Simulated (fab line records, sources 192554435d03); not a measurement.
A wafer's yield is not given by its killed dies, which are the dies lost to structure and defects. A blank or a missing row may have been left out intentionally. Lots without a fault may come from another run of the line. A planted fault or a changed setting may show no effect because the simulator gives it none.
A struck lot beside a sound one ; flow n5_finfet ; 27 out of 1938 route steps
Sound: the wafers L565.1, L565.2, L565.3. Struck: wafer L563.4 (L563.1, L563.5, from the same lot, were not struck and are left out); the cause is given at the end.
Order at every step that has rows: each side's tool, ch and its chambers, its first start. Under that, the readings that differ: sound wafers ; struck wafers ; difference of the means ; sigmas: that difference in standard deviations of wafers without a fault.
alike: readings with means less than 2 such deviations apart, plus words and numbers identical on both sides. not compared: withheld readings, readings lacking a value on some wafer, bounds such as >300 that could conceal the same value, and numbers that have no deviation in the record and whose values overlap.
The two part at a step that has a row with sigmas, a row that says differs or no value, or rows on one side only. Numbers that have no deviation but don't overlap get no sigmas and don't part them. A reading missing from all wafers of one side parts the sides only when that side holds two or more wafers.

first, 9 steps without rows for these wafers: N5_BEOL_M0_SAQP_PEB_38 (peb time 60 s); N5_BEOL_M0_SAQP_DEVELOP_39 (develop time 30 s); N5_BEOL_M0_SAQP_DESCUM_45 (chemistry O2, time 7 s); N5_BEOL_M0_SAQP_ETCH_88 (etches underlayer in N2/H2, target depth 6.5 nm, time 5.2 s); N5_BEOL_M0_SAQP_ETCH_73 (etches SiARC in CF4, target depth 19.5 nm, time 32.5 s); N5_BEOL_M0_SAQP_CUT_ETCH_46 (etches SOC in N2/H2, target depth 135 nm, overetch 27 nm, time 202.5 s); N5_BEOL_M0_SAQP_STRIP_74 (strips in N2/H2); N5_BEOL_M0_SAQP_STRIP_89 (strips in N2/H2); N5_BEOL_M0_SAQP_ALD_48 (deposits SiO2, target thk 20 nm, pulse time 1 s, co reactant pulse time 1 s).
N5_BEOL_M0_SAQP_ETCH_49: etches SiO2 in CF4/O2, target depth 37 nm.
  sound on rie_diel-01 ch 1,2,3, day 10 02:00; struck on rie_diel-03 ch 0, day 9 15:53
reading;sound;struck;difference;sigmas
rf_hours_counter_h (h);44 7 197;236;+153;
model.etch.depth_nm (nm);37.51 38.03 36.66;60.31;+22.91;
model.BEOL_M0_SAQP.feature_depth_nm (nm);37.6 38 36.6;60.4;+23.0;
model.SOC_of_BEOL_M0_SAQP_COAT_69.thk_nm (nm);70 69.8 70.4;58.4;-11.7;
  alike: bias_w, drypump_motor_current_A, oes_product_au, rf_fwd_power_W, rf_vpp_V, showerhead_plenum_p_Torr, throttle_valve_pct
then, 10 steps without rows for these wafers: N5_BEOL_M0_SAQP_STRIP_75 (strips in CF4); N5_BEOL_M0_CUTY_COAT_50 (time 60 s, resist thk 15 nm); N5_BEOL_M0_CUTY_COAT_51 (resist thk 150 nm); N5_BEOL_M0_CUTY_EBR_52; N5_BEOL_M0_CUTY_SOFTBAKE_53 (time 60 s); N5_BEOL_M0_CUTY_EXPOSE_54 (exposes mask M0 ABLK); N5_BEOL_M0_CUTY_PEB_55 (peb time 60 s); N5_BEOL_M0_CUTY_DEVELOP_56 (develop time 30 s); N5_BEOL_M0_CUTY_DESCUM_61 (chemistry O2, time 7.9 s); N5_BEOL_M0_CUTY_ETCH_62 (etches SiARC in CF4, time 58.5 s).
N5_BEOL_M0_CUTY_ETCH_63: etches SOC in N2/H2, target depth 82.7 nm, overetch 16.5 nm, time 124 s.
  sound on rie_diel-04 ch 1,2,3, day 10 02:37; struck on rie_diel-06 ch 2, day 9 16:25
reading;sound;struck;difference;sigmas
oes_product_au (a.u.);0.75 0.66 0.67;0.53;-0.16;-3
rf_fwd_power_W (W);837.7 838.9 841.5;834.2;-5.2;-2
rf_hours_counter_h (h);17 87 75;170;+110;
model.etch.depth_nm (nm);70.03 69.71 70.49;58.34;-11.74;
  alike: bias_w, drypump_motor_current_A, rf_vpp_V, showerhead_plenum_p_Torr, throttle_valve_pct
then, 3 steps without rows for these wafers: N5_BEOL_M0_CUTY_STRIP_64 (strips in N2/H2); N5_BEOL_M0_ETCH_138 (etches SiCN in CH3F/O2, target depth 12 nm, time 31.6 s); N5_BEOL_M0_HM_OPEN_105 (chemistry Cl2/BCl3, target TiN, target depth 12 nm).
N5_BEOL_M0_STRIP_140: strips in CF4.
  sound on rie_diel-04 ch 0,2,3, day 10 03:58; struck on rie_diel-04 ch 0, day 9 18:50
reading;sound;struck;difference;sigmas
model.SiO2_of_BEOL_M0_SAQP_ALD_48.thk_nm (nm);11 10.4 11.6;5.6;-5.4;
  alike: drypump_motor_current_A, oes_product_au, rf_fwd_power_W, rf_vpp_V, showerhead_plenum_p_Torr, throttle_valve_pct
  not compared: rf_hours_counter_h
then, 1 step without rows for these wafers: N5_BEOL_M0_STRIP_104 (strips in N2/H2).
-- a jump in the record: the struck wafers' starts before and after are 2 days apart (it breaks off in module BEOL_M0 and resumes in module BEOL_M4, where the first step shown is number 1111 of the route) --
N5_BEOL_M4_RC_MEAS_101:
  sound on prober-02 ch 0, day 12 04:20; struck on prober-02 ch 0, day 11 23:23
reading;sound;struck;difference;sigmas
ION_P (uA/um);457 462 461;474;+14;+2
  alike: DIBL_N, DIBL_P, IOFF_N, IOFF_P, ION_N, SS_N, SS_P, VT_N, VT_P

WHERE THEY PART
At N5_BEOL_M0_CUTY_ETCH_63 first; at N5_BEOL_M4_RC_MEAS_101 last (within this record only).

WHY: the cause the simulator had injected
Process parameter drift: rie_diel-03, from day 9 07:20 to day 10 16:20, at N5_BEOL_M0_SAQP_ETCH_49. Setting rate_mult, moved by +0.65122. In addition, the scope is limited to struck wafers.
